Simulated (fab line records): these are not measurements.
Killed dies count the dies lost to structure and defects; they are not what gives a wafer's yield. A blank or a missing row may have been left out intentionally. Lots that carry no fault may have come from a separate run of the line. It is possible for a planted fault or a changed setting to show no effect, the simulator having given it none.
Problem report in the 8D (eight disciplines) form, filled by code ; flow n5_finfet ; the parts of the form that need people (team, actions taken, sign-off) are left out

## 1. PROBLEM STATEMENT
VT_N_LONG at N5_BEOL_M4_RC_MEAS_101 reads a mean of 296.6 mV on 6 wafers of 2 lots; wafers without a fault read 275.2 mV with a standard deviation of 1.7. That is +13 standard deviations from the usual mean.
The first sign was on wafer L444.3 at day 10 13:31, on prober-01. The record has a number at this step for 25 wafers belonging to 9 lots. Rule for "out", or "out of limits": more than 4 standard deviations from the usual mean. All remaining wafers that have a number are taken as sound.

## 2. WHAT IT IS, AND WHAT IT ISN'T
question;is;is not
which readings at this step;VT_N_LONG, IOFF_N_LONG, VT_N, VT_N_LVT;DIBL_P, SS_N
which lots;L443, L444;L436, L437, L438, L453, L454, L455, L456
which wafers of those lots;all that have a number;-
read on which gauges;prober-01, prober-02;-
when;from day 10 13:31;"up to then (9 sound wafers); but 10 sound wafers of L453, L454, L455, L456 came after"

## 3. THE SUSPECTS, EACH WITH WHAT RULES IT OUT
Counting: a tool at a process step up to the reading stays a suspect if it ran every lot that is out and no sound lot after the first of them.
- the gauge at N5_BEOL_M4_RC_MEAS_101 has been ruled out. The wafers that are out were read on 2 gauges (prober-01, prober-02).
- ald_metal-04 at N5_HKMG_FIN_NWFM_ALD_20 (deposits TiAlC, target thk 2 nm, pulse time 3 s, purge time 2 s): ruled out as a lasting fault. Following L443 (day 6 20:51), the first lot on it that is out, the sound lots L453, L456 were run on it.
- rie_metal-03 at N5_HKMG_FIN_ETCHBACK_68 (etches the open film in Cl2/Ar, stops on HfO2, target depth 0.5 nm): kept. It ran every lot that is out, first L443 (day 6 21:30), and no sound lot after that.
The count leaves rie_metal-03 at N5_HKMG_FIN_ETCHBACK_68.

## 4. THE CAUSE (what the simulator had put in)
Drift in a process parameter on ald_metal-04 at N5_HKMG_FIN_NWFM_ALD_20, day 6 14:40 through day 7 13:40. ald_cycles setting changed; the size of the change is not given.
The count ruled it out by mistake, since the rule takes a fault to strike every lot its tool runs from the start of the fault on, and this one did not do so.

## 5. SEQUENCE OF EFFECTS, ordered by route
One row per reading whose mean, taken over the struck wafers that have a number, lies over 3 standard deviations from the usual. Scope: only readings with a usual standard deviation given in the record; hours: median across lots of the time from each lot's start at the first step in this table that gives one to its start at this step; sigmas: change in usual standard deviations.
hours;step;reading;usual;on struck wafers;change;sigmas
0;N5_BEOL_M4_RC_MEAS_101;IOFF_N_LONG;5.5e-05 nA/um;3.5e-05;-2.0e-05;-11
0;N5_BEOL_M4_RC_MEAS_101;ION_N;680 uA/um;632;-48;-3.7
0;N5_BEOL_M4_RC_MEAS_101;VT_N;249 mV;269;+20;+5.5
0;N5_BEOL_M4_RC_MEAS_101;VT_N_LONG;275.2 mV;296.6;+21.4;+13
0;N5_BEOL_M4_RC_MEAS_101;VT_N_LVT;97 mV;118;+21;+5.8
111;N5_PASSIVATION_PROBE_49;sort_bin_8_speed;0.00 %;24.29;+24.29;+99 or more
111;N5_PASSIVATION_PROBE_49;sort_n_pass;1073;800;-272;-14
111;N5_PASSIVATION_PROBE_49;sort_yield_pct;91.0 %;67.8;-23.2;-14
It contains these process steps:
- N5_PASSIVATION_PROBE_49

## 6. HOW IT WOULD HAVE BEEN CAUGHT EARLIER
95 hours passed between the start of the fault at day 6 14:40 and the first reading out of limits at a measuring or inspecting step in this record, taken at day 10 13:31.
Of the tool readings at N5_HKMG_FIN_NWFM_ALD_20 for which the record gives a usual standard deviation, none was out on any struck wafer, so an alarm limit of 4 standard deviations on them would not have fired.
